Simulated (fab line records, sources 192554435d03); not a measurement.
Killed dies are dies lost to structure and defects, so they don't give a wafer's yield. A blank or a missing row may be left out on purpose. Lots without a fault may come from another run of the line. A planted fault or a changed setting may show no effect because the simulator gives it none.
fab line records | flow n5_finfet
record lots=9 wafers=25 last_day=18
route steps=1938 shown SDB@347 BEOL_M4@1111 PASSIVATION@1936
lots that met no fault: from a run of the same line without faults
start_h: hours from the record's first day to the start of the lot's first wafer shown | wait_h: hours since the lot's step before | " the same as in the row above | L1.1+2: a row that stands for several wafers | - no value, or no start given | * or withheld: withheld | < > ~ a bound
route shown NAME@n: a module of which the file shows steps, and the number in the route of the first | usual: mean/standard deviation of fault-free wafers | same: alike in all rows | chamber/n: place in a boat | sites: the reading at each site | _std_site: their standard deviation | _edge_site: outer sites' mean less inner sites' | radius_mm: how far each site lies from the wafer's centre | mask NAME#n: copy n | behind: the tool/chamber that last shaped the wafer | hold: why the lot was held/for how many hours/how that ended | device: the transistor (n, p or np) that didn't switch | end of line: the same wafers' tests at the end of the route | a step without rows: its recipe alone | killed: dies lost to structure and defects at the first sort, not the wafer's yield | map: a wafer's dies, x killed, . not, _ none there
set.NAME: the setting as run; set.NAME@STEP: as run at that earlier step | model.NAME: the simulator's own value behind a step, which no gauge read
steps of the route over a sample of lots; a table a step, a row a wafer
services: from which hour (start_h, from the record's first day; less than 0 if before it) a tool's chamber was out of use, for how many hours, and why
## steps
# step N5_SDB_HM_DEP_00
# recipe material=SiNx target_thk_a=400 temp_c=400 precursor=SiH4/NH3/N2 pressure_torr=1.5 rf_w=300 time_s=35.3
# usual heater_power_w=740/76 showerhead_plenum_p_Torr=5.15/0.07 throttle_valve_pct=40.4/2.6
# same time_s=35.3
# columns lot.wafer tool chamber start_h wait_h heater_power_w showerhead_plenum_p_Torr throttle_valve_pct
L705.2 pecvd-01 0 89.28 0.0 840 5.25 38.5
L705.5 " 1 " " 674 5.21 44.4
L705.6 " 2 " " 713 5.18 45.4
L709.2 pecvd-04 0 113.84 0.0 793 5.11 38.7
L709.3 " 2 " " 632 5.05 39.8
L710.1 pecvd-03 1 118.97 0.0 848 5.26 38.9
L710.3 " 0 " " 782 5.13 39.6
L710.4 " 0 " " 771 5.13 39.4
L713.1 pecvd-01 1 138.74 0.0 736 5.22 44.2
L713.2 " 0 " " 861 5.23 39.0
L713.4 " 0 " " 841 5.24 39.2
L716.1 pecvd-03 1 156.44 0.0 739 5.27 39.2
L716.2 " 0 " " 809 5.14 39.7
L716.3 " 2 " " 763 5.12 37.5
L721.3 pecvd-01 2 189.02 0.0 616 5.19 45.3
L721.4 " 2 " " 644 5.19 45.4
L721.6 " 1 " " 762 5.22 44.3
L722.2 pecvd-04 0 191.44 0.0 761 5.11 38.8
L722.3 " 2 " " 632 5.05 40.7
L722.6 " 0 " " 783 5.10 38.7
L723.1 pecvd-01 2 199.42 0.0 709 5.19 45.2
L723.4 " 2 " " 706 5.19 45.1
L723.6 " 1 " " 699 5.22 44.5
L724.1 pecvd-04 1 206.35 0.0 793 5.11 39.1
L724.4 " 0 " " 767 5.11 38.7
# step N5_SDB_ETCH_18
# recipe chemistry=N2/H2 target=SOC target_depth_a=1000 overetch_a=200 mask_material=SiARC temp_c=40 time_s=150 ion_energy_ev=200 pressure_mtorr=30 source_w=840 bias_w=150 n2_flow_sccm=200 h2_flow_sccm=200
# usual bias_w=150.0/0.43 drypump_motor_current_A=5.6/0.51 oes_product_au=0.70/0.08 rf_vpp_V=523.6/2.4 showerhead_plenum_p_Torr=2.54/0.079 throttle_valve_pct=17.85/0.29
# same time_s=150
# columns lot.wafer tool chamber start_h wait_h bias_w drypump_motor_current_A oes_product_au rf_hours_counter_h rf_vpp_V showerhead_plenum_p_Torr throttle_valve_pct
L705.2 rie_diel-04 2 89.89 0.0 150.0 5.1 0.64 233 523.5 2.51 17.94
L705.5 " 0 " " 150.2 4.9 0.63 - 523.5 2.54 18.29
L705.6 " 3 " " 150.6 6.2 0.64 - 523.7 2.51 17.81
L709.2 rie_diel-03 0 114.33 0.0 149.9 6.1 0.83 10 521.6 2.50 17.97
L709.3 " 2 " " 149.4 5.9 0.65 195 522.0 2.53 17.95
L710.1 rie_diel-02 2 119.58 0.0 150.6 5.1 0.77 37 522.7 2.50 17.76
L710.3 " 3 " " 150.2 5.3 0.87 6 527.2 2.70 17.44
L710.4 " 0 " " 149.7 5.1 0.65 196 519.8 2.41 18.14
L713.1 rie_diel-02 3 139.60 0.0 150.2 5.3 0.84 14 527.1 2.70 17.44
L713.2 " 1 " " 149.9 6.4 0.63 241 523.1 2.50 17.56
L713.4 " 0 " " 149.8 5.1 0.65 203 519.8 2.41 18.16
L716.1 rie_diel-04 0 157.05 0.0 150.5 5.0 0.61 250 522.7 2.53 18.33
L716.2 " 1 " " 150.4 6.1 0.65 188 524.4 2.63 18.19
L716.3 " 3 " " 150.5 6.2 0.62 256 524.2 2.50 17.85
L721.3 rie_diel-02 2 192.20 0.0 149.7 5.2 0.76 65 521.5 2.49 17.78
L721.4 " 3 " " 150.6 5.3 0.81 35 529.1 2.69 17.46
L721.6 " 2 " " 149.5 5.1 0.74 - 521.9 2.49 17.77
L722.2 rie_diel-03 3 192.27 0.0 150.3 5.1 0.66 154 527.0 2.66 17.92
L722.3 " 2 " " 149.9 5.9 0.63 228 522.6 2.51 17.99
L722.6 " 0 " " 150.7 6.1 0.80 - 521.6 2.49 17.98
L723.1 rie_diel-04 2 199.90 0.0 150.3 5.1 0.82 17 521.7 2.50 17.59
L723.4 " 2 " " 149.4 5.1 0.81 - 523.3 2.50 17.61
L723.6 " 3 " " 150.3 6.2 0.83 - 521.6 2.50 17.41
L724.1 rie_diel-03 0 206.96 0.0 149.5 6.2 0.78 33 521.4 2.49 18.01
L724.4 " 2 " " 149.4 5.9 0.63 - 522.8 2.51 17.98
# step N5_SDB_STRIP_21
# recipe chemistry=CF4 resist=SiARC power_w=300 bias_power_w=75 pressure_mtorr=50 cf4_flow_sccm=150 rf_frequency_hz=6e+07
# usual drypump_motor_current_A=5.6/0.5 oes_product_au=0.78/0.088 rf_vpp_V=271.1/1.3 showerhead_plenum_p_Torr=1.78/0.053 throttle_valve_pct=13.60/0.27
# columns lot.wafer tool chamber start_h wait_h drypump_motor_current_A oes_product_au rf_hours_counter_h rf_vpp_V showerhead_plenum_p_Torr throttle_valve_pct
L705.2 rie_diel-04 2 90.03 0.0 5.1 0.70 233 270.9 1.76 13.73
L705.5 " 0 " " 4.9 0.70 - 270.9 1.77 13.86
L705.6 " 3 " " 6.2 0.70 - 271.2 1.76 13.64
L709.2 rie_diel-03 0 114.47 0.0 6.1 0.92 10 270.8 1.76 13.63
L709.3 " 2 " " 5.8 0.72 195 271.8 1.77 13.60
L710.1 rie_diel-02 2 119.72 0.0 5.1 0.86 37 269.8 1.75 13.30
L710.3 " 3 " " 5.3 0.95 6 272.9 1.89 13.18
L710.4 " 0 " " 5.1 0.72 196 268.4 1.71 14.04
L713.1 rie_diel-02 3 139.74 0.0 5.3 0.93 14 273.4 1.89 13.19
L713.2 " 1 " " 6.4 0.69 241 270.7 1.77 13.50
L713.4 " 0 " " 5.1 0.71 203 268.8 1.71 14.07
L716.1 rie_diel-04 0 157.19 0.0 5.0 0.68 250 269.6 1.77 13.92
L716.2 " 1 " " 6.0 0.73 188 273.1 1.85 13.89
L716.3 " 3 " " 6.2 0.69 256 269.3 1.75 13.71
L721.3 rie_diel-02 2 192.34 0.0 5.1 0.83 65 271.4 1.74 13.37
L721.4 " 3 " " 5.3 0.89 35 274.4 1.88 13.24
L721.6 " 2 " " 5.1 0.82 - 270.0 1.74 13.37
L722.2 rie_diel-03 3 192.40 0.0 5.1 0.73 154 271.5 1.88 13.75
L722.3 " 2 " " 5.9 0.69 228 269.1 1.76 13.70
L722.6 " 0 " " 6.1 0.88 - 270.4 1.76 13.64
L723.1 rie_diel-04 2 200.04 0.0 5.1 0.90 17 271.1 1.75 13.25
L723.4 " 2 " " 5.1 0.91 - 271.0 1.75 13.25
L723.6 " 3 " " 6.2 0.92 - 270.3 1.75 13.12
L724.1 rie_diel-03 0 207.10 0.0 6.1 0.86 33 269.6 1.75 13.66
L724.4 " 2 " " 5.9 0.69 - 270.0 1.76 13.71
# step N5_SDB_CUT_ETCH_26
# recipe chemistry=HBr/Cl2/O2 target=Si target_depth_a=1296 bt_time_s=20 mask_material=SiNx time_s=51.8 ion_energy_ev=* bias_w=* pressure_mtorr=10 icp_w=800 HBr_flow_sccm=150 Cl2_flow_sccm=80 O2_flow_sccm=12
# usual bias_w=* drypump_motor_current_A=5.8/0.39 he_backside_leak_sccm=2.7/0.32 oes_product_au=0.999/0.019 throttle_valve_pct=37.2/0.38
# same time_s=51.8
# columns lot.wafer tool chamber start_h wait_h bias_w drypump_motor_current_A he_backside_leak_sccm oes_product_au rf_hours_counter_h throttle_valve_pct
L705.2 rie_si-04 3 90.44 0.1 * 5.9 2.5 0.999 195 36.5
L705.5 " 1 " " * 5.8 2.5 0.971 - 37.4
L705.6 " 2 " " * 6.0 3.4 1.015 - 37.8
L709.2 rie_si-04 0 114.88 0.1 * 6.0 2.3 0.985 126 37.4
L709.3 " 1 " " * 5.9 2.5 0.970 50 37.4
L710.1 rie_si-04 3 121.17 0.1 * 5.9 2.6 0.994 196 36.5
L710.3 " 1 " " * 5.8 2.4 0.968 50 37.4
L710.4 " 0 " " * 6.0 2.6 0.992 126 37.4
L713.1 rie_si-04 0 140.15 0.1 * 6.0 2.7 0.987 126 37.4
L713.2 " 2 " " * 6.0 3.2 1.018 52 37.8
L713.4 " 1 " " * 5.9 2.6 0.961 - 37.4
L716.1 rie_si-03 3 157.60 0.1 * 5.9 2.3 1.003 77 37.1
L716.2 " 1 " " * 4.9 3.2 0.974 102 37.2
L716.3 " 2 " " * 6.0 2.4 1.019 5 36.9
L721.3 rie_si-02 3 193.32 0.1 * 5.6 2.5 1.019 133 36.6
L721.4 " 0 " " * 5.3 2.8 0.985 6 37.3
L721.6 " 0 " " * 5.3 2.6 0.977 - 37.2
L722.2 rie_si-03 1 193.42 0.1 * 5.0 3.3 0.981 102 37.2
L722.3 " 0 " " * 6.2 3.0 1.014 8 36.8
L722.6 " 1 " " * 5.0 3.1 0.991 - 37.2
L723.1 rie_si-02 1 200.45 0.1 * 6.2 2.5 1.024 114 36.8
L723.4 " 0 " " * 5.3 2.4 0.977 7 37.3
L723.6 " 0 " " * 5.3 2.4 0.980 - 37.3
L724.1 rie_si-02 2 207.50 0.1 * 4.9 2.8 1.027 78 37.5
L724.4 " 1 " " * 6.2 2.4 1.021 114 36.8
# step N5_BEOL_M4_RC_MEAS_101
# usual DIBL_N=35.8/1.5 DIBL_P=35.9/1.8 IOFF_N=0.152/0.025 IOFF_P=0.21/0.031 ION_N=672/11 ION_P=462/7.4 SS_N=71.5/0.52 SS_P=73.2/0.54 VT_N=250/3 VT_P=-250/3.3
# columns lot.wafer tool chamber start_h wait_h DIBL_N[mV/V] DIBL_P[mV/V] IOFF_N[nA/um] IOFF_P[nA/um] ION_N[uA/um] ION_P[uA/um] SS_N[mV/dec] SS_P[mV/dec] VT_N[mV] VT_P[mV]
L705.2 prober-01 0 199.76 0.2 33.9 34.8 0.122 0.16 670 457 70.9 72.9 250 -254
L705.5 " 0 " " 34.9 35.9 0.143 0.17 674 452 70.7 73.0 251 -252
L705.6 " 0 " " 34.1 35.4 0.125 0.16 665 459 71.5 72.6 251 -256
L709.2 prober-02 0 215.76 0.2 34.6 34.5 0.115 0.15 652 449 71.6 72.3 256 -255
L709.3 " 0 " " 36.3 36.1 0.146 0.18 669 463 71.1 72.7 252 -253
L710.1 prober-01 0 230.98 0.0 35.9 35.9 0.158 0.21 673 464 71.3 72.6 248 -245
L710.3 " 0 " " 36.2 36.9 0.169 0.23 684 469 71.0 73.7 248 -248
L710.4 " 0 " " 35.8 36.0 0.161 0.21 685 466 70.9 73.8 248 -251
L713.1 prober-01 0 236.76 0.0 37.1 37.8 0.177 0.23 667 458 71.3 74.7 248 -248
L713.2 " 0 " " 34.2 34.8 0.128 0.18 677 467 71.8 73.7 252 -250
L713.4 " 0 " " 35.5 36.5 0.145 0.20 672 459 71.3 74.1 251 -253
L716.1 prober-02 0 261.63 0.0 35.2 36.2 0.142 0.20 675 461 71.5 73.4 250 -252
L716.2 " 0 " " 38.9 40.1 0.205 0.27 687 475 72.3 74.0 245 -247
L716.3 " 0 " " 35.4 35.7 0.134 0.20 658 456 71.5 72.7 250 -251
L721.3 prober-01 0 289.49 0.3 34.0 34.4 0.141 0.21 664 463 72.0 73.1 252 -247
L721.4 " 0 " " 33.5 34.2 0.127 0.20 648 457 70.8 72.4 253 -247
L721.6 " 0 " " 34.8 36.0 0.159 0.24 689 473 71.4 73.4 249 -246
L722.2 prober-02 0 300.52 0.2 33.7 34.6 0.135 0.20 662 465 71.3 72.6 251 -249
L722.3 " 0 " " 33.9 34.2 0.133 0.19 664 455 71.8 73.0 253 -251
L722.6 " 0 " " 34.5 34.7 0.145 0.20 653 455 71.4 73.2 254 -252
L723.1 prober-01 0 303.34 0.0 36.0 35.4 0.146 0.22 676 467 71.5 73.1 251 -249
L723.4 " 0 " " 35.9 35.9 0.154 0.23 678 466 71.8 73.0 246 -248
L723.6 " 0 " " 35.4 35.1 0.144 0.21 693 468 71.3 72.4 251 -248
L724.1 prober-02 0 321.00 0.0 35.6 35.7 0.151 0.21 666 465 71.9 73.4 251 -251
L724.4 " 0 " " 35.0 34.9 0.137 0.19 675 472 71.3 72.8 256 -253
# step N5_PASSIVATION_PROBE_49
# usual defect_limited_yield=91.7/1.7 killed_at_M0_to_M3=34/10 killed_at_M4_up=13/5.1 killed_at_contacts=12/6.2 killed_at_front_end=36/12 killed_at_other=3.2/2.6 killed_dies=98/20 killed_open=65/13 killed_short=32/8.4 sort_bin_5_function=4.8/1.1 sort_bin_6_memory=3.2/0.74 sort_bin_8_speed=0.00/0.012 sort_n_pass=1082/20 sort_yield_pct=91.7/1.7
# same gross_dies=1180 killed_at_back_side=0 sort_bin_4_leakage[%]=0
# columns lot.wafer tool chamber start_h wait_h defect_limited_yield[%] killed_at_M0_to_M3 killed_at_M4_up killed_at_contacts killed_at_front_end killed_at_other killed_dies killed_open killed_short sort_bin_5_function[%] sort_bin_6_memory[%] sort_bin_8_speed[%] sort_n_pass sort_yield_pct[%]
L705.2 prober-02 - 307.41 0.1 89.7 48 17 10 43 3 121 81 39 5.8 4.2 0 1059 89.7
L705.5 prober-02 - 307.56 0.2 89.6 40 14 33 36 0 123 81 42 5.7 4.4 0 1057 89.6
L705.6 prober-02 - 307.61 0.3 91.9 26 6 15 45 4 96 61 35 4.0 3.8 0 1084 91.9
L716.1 prober-01 - 362.68 0.0 92.5 28 8 10 38 5 89 56 31 4.7 2.5 0 1091 92.5
L716.2 prober-01 - 362.73 0.1 92.7 50 4 8 22 2 86 63 23 4.2 3.1 0 1094 92.7
L716.3 prober-01 - 362.78 0.1 92.4 32 17 8 26 7 90 58 32 4.7 2.7 0 1090 92.4
L723.1 prober-02 - 412.92 0.0 90.8 39 9 14 42 5 109 78 30 5.5 3.1 0 1071 90.8
L723.4 prober-02 - 413.07 0.2 93.4 27 6 8 33 4 78 47 29 3.9 2.4 0 1102 93.4
L723.6 prober-02 - 413.17 0.3 91.3 30 13 12 42 6 103 70 31 5.9 2.5 0 1077 91.3
# killed by level:class
L705.2 STI_FIN_REVEAL:geometric_particle:open=20 BEOL_M0_SAQP:geometric_particle:short=14 MOL_CONTACT_COAG:geometric_particle:open=9 BEOL_M1:geometric_particle:short=9 BEOL_M0_SAQP:geometric_particle:open=7 BEOL_M3:geometric_particle:open=7 BEOL_M4:geometric_particle:open=6 DUMMY_GATE:geometric_particle:open=5
L705.5 MOL_CONTACT_COAG:geometric_particle:open=24 BEOL_M0_SAQP:geometric_particle:open=15 BEOL_M3:geometric_particle:open=10 MOL_CONTACT_COAG:geometric_particle:short=9 BEOL_M0_SAQP:geometric_particle:short=9 FIN_SAQP:geometric_particle:open=8 STI_FIN_REVEAL:geometric_particle:open=8 FIN_SAQP:geometric_particle:short=7
L705.6 MOL_CONTACT_COAG:geometric_particle:open=12 STI_FIN_REVEAL:geometric_particle:open=11 FIN_SAQP:geometric_particle:short=6 DUMMY_GATE:geometric_particle:open=5 BEOL_M0_SAQP:geometric_particle:open=5 BEOL_M2:geometric_particle:open=5 FIN_SAQP:geometric_particle:open=4 STI_FIN_REVEAL:geometric_particle:short=4
L716.1 MOL_CONTACT_COAG:geometric_particle:open=9 DUMMY_GATE:geometric_particle:open=7 FIN_SAQP:geometric_particle:short=6 BEOL_M0_SAQP:geometric_particle:short=6 FIN_SAQP:geometric_particle:open=5 STI_FIN_REVEAL:geometric_particle:open=5 BEOL_M1:geometric_particle:open=5 BEOL_M2:geometric_particle:open=5
L716.2 BEOL_M0_SAQP:geometric_particle:open=19 BEOL_M0_SAQP:geometric_particle:short=9 BEOL_M3:geometric_particle:open=8 BEOL_M2:geometric_particle:open=7 MOL_CONTACT_COAG:geometric_particle:open=6 DUMMY_GATE:geometric_particle:open=5 FIN_SAQP:geometric_particle:open=4 BEOL_M3:geometric_particle:short=4
L716.3 BEOL_M0_SAQP:geometric_particle:open=12 BEOL_M0_SAQP:geometric_particle:short=12 BEOL_M4:geometric_particle:open=9 MOL_CONTACT_COAG:geometric_particle:open=7 STI_FIN_REVEAL:geometric_particle:open=5 FIN_SAQP:geometric_particle:short=4 BEOL_M8:geometric_particle:open=4 DUMMY_GATE:geometric_particle:open=3
L723.1 MOL_CONTACT_COAG:geometric_particle:open=11 FIN_SAQP:geometric_particle:open=10 BEOL_M2:geometric_particle:open=8 BEOL_M0_SAQP:geometric_particle:short=7 BEOL_M1:geometric_particle:open=6 BEOL_M3:geometric_particle:open=6 DUMMY_GATE:geometric_particle:open=5 BEOL_M0_SAQP:geometric_particle:open=5
L723.4 BEOL_M2:geometric_particle:open=7 ILD0:geometric_particle:short=6 BEOL_M0_SAQP:geometric_particle:short=6 MOL_CONTACT_COAG:geometric_particle:open=5 BEOL_M1:geometric_particle:open=5 FIN_SAQP:geometric_particle:short=4 FIN_SAQP:geometric_particle:open=4 STI_FIN_REVEAL:geometric_particle:open=4
L723.6 FIN_SAQP:geometric_particle:short=12 BEOL_M4:geometric_particle:open=10 MOL_CONTACT_COAG:geometric_particle:open=9 FIN_SAQP:geometric_particle:open=8 STI_FIN_REVEAL:geometric_particle:open=7 BEOL_M1:geometric_particle:open=6 BEOL_M0_SAQP:geometric_particle:open=5 BEOL_M0_SAQP:geometric_particle:short=4
## services
# columns tool chamber start_h hours kind
pecvd-04 - 73.03 0.2 repair
rie_si-03 2 75.40 5.5 repair
rie_si-02 - 83.60 2.8 pm
rie_diel-02 3 87.23 - clean
rie_diel-02 3 87.23 - consumable_replace:focus_ring
rie_diel-02 3 87.23 - consumable_replace:showerhead
rie_diel-02 3 87.23 14.4 scheduled_down
rie_diel-02 3 87.23 14.4 vent_cycle
pecvd-01 0 98.32 30.1 repair
rie_si-03 2 98.76 11.3 repair
pecvd-04 - 127.46 1.1 repair
rie_diel-03 1 129.58 13.2 repair
rie_diel-04 2 139.87 - clean
rie_diel-04 2 139.87 - consumable_replace:focus_ring
rie_diel-04 2 139.87 23.9 scheduled_down
pecvd-04 1 141.84 5.4 repair
pecvd-03 - 157.40 0.8 pm
pecvd-03 - 174.99 5.5 repair
rie_si-03 0 175.47 5.9 repair
pecvd-04 0 176.00 2.2 repair
pecvd-01 - 180.37 0.9 repair
pecvd-01 2 190.80 4.7 repair
rie_si-03 0 203.46 12.1 repair
rie_diel-03 1 204.96 8.0 repair
## key
first_sign step=N5_SDB_CUT_ETCH_26 reading=bias_w direction=up sigmas=60 usual=* struck=*
effect none on later readings
met_at N5_SDB_CUT_ETCH_26
struck_lots L713
struck_wafers L713.1
not_acting_at N5_SDB_HM_DEP_00,N5_SDB_ETCH_18,N5_SDB_STRIP_21
onset_between 121.17 140.15
fault kind=process_parameter_drift tool=rie_si-04 chamber=0 onset_h=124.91 steps=N5_SDB_CUT_ETCH_26 channel=bias_w offset=* shape=step end_h=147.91 acts_in=* stated=*
